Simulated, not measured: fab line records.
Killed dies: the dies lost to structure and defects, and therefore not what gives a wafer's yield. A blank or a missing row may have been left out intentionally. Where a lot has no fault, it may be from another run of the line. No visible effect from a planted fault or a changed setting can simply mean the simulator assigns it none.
Matching of chambers | flow n5_finfet | rie_diel-03 running N5_FIN_CUT_STRIP_24: 4 sister chambers
The step strips in CF4. 20 wafers are shown with their chamber, then 10 later ones without.

WAFERS PAIRED WITH THEIR CHAMBERS
wafer  | chamber | showerhead_plenum_p_Torr (Torr) | drypump_motor_current_A (A) | oes_product_au (a.u.)
L080.1 | 2       | 1.83                            | 5.8                         | 0.89
L080.2 | 0       | 1.76                            | 6.0                         | 0.96
L080.3 | 1       | 1.86                            | 5.2                         | 0.72
L080.4 | 3       | 1.75                            | 6.2                         | 0.85
L080.5 | 3       | 1.75                            | 6.2                         | 0.84
L080.6 | 2       | 1.83                            | 5.9                         | 0.90
L082.1 | 1       | 1.85                            | 5.2                         | 0.72
L082.3 | 3       | 1.75                            | 6.1                         | 0.84
L082.6 | 0       | 1.76                            | 6.0                         | 0.92
L085.1 | 3       | 1.75                            | 6.2                         | 0.83
L085.2 | 2       | 1.83                            | 5.9                         | 0.87
L085.6 | 0       | 1.76                            | 6.0                         | 0.91
L086.3 | 2       | 1.83                            | 5.9                         | 0.87
L086.5 | 2       | 1.83                            | 5.9                         | 0.87
L086.6 | 1       | 1.85                            | 5.2                         | 0.72
L088.2 | 3       | 1.74                            | 6.1                         | 0.83
L088.5 | 2       | 1.83                            | 5.9                         | 0.86
L088.6 | 3       | 1.74                            | 6.1                         | 0.83
L090.3 | 1       | 1.85                            | 5.2                         | 0.71
L090.5 | 1       | 1.85                            | 5.1                         | 0.70

SIGNATURES (means of the wafers above)
reading                  | chamber 0 | chamber 1 | chamber 2 | chamber 3 | scatter within a chamber
showerhead_plenum_p_Torr | 1.7600    | 1.8520    | 1.8300    | 1.7467    | 0.00365
drypump_motor_current_A  | 6.000     | 5.180     | 5.883     | 6.150     | 0.0443
oes_product_au           | 0.9300    | 0.7140    | 0.8767    | 0.8367    | 0.0141
Rule: distance of a wafer from a chamber = root of the sum over the readings of ((wafer's reading minus chamber's mean) / reading's scatter) squared. The wafer belongs to the nearest chamber; if the next one is less than 2 further off, it can't be placed. The scatter is the square root of a quotient: the sum, over the shown wafers, of each reading's squared deviation from its chamber's mean, divided by wafers minus chambers.

WAFERS WITH NO CHAMBER GIVEN
wafer  | showerhead_plenum_p_Torr (Torr) | drypump_motor_current_A (A) | oes_product_au (a.u.)
L090.6 | 1.83                            | 5.9                         | 0.85
L092.1 | 1.74                            | 6.2                         | 0.82
L092.2 | 1.83                            | 5.9                         | 0.85
L092.3 | 1.76                            | 6.0                         | 0.89
L092.4 | 1.85                            | 5.2                         | 0.70
L092.5 | 1.74                            | 6.2                         | 0.83
L092.6 | 1.83                            | 5.9                         | 0.85
L093.1 | 1.76                            | 6.0                         | 0.89
L093.4 | 1.74                            | 6.2                         | 0.81
L093.5 | 1.85                            | 5.2                         | 0.71

THE CHAMBER EACH PASSED THROUGH
wafer  | from the rows above | in truth
L090.6 | 2                   | 2
L092.1 | 3                   | 3
L092.2 | 2                   | 2
L092.3 | 0                   | 0
L092.4 | 1                   | 1
L092.5 | 3                   | 3
L092.6 | 2                   | 2
L093.1 | 0                   | 0
L093.4 | 3                   | 3
L093.5 | 1                   | 1
Correct placement for 10 of the 10. Number that these rows cannot place: 0. Wrongly placed: 0.
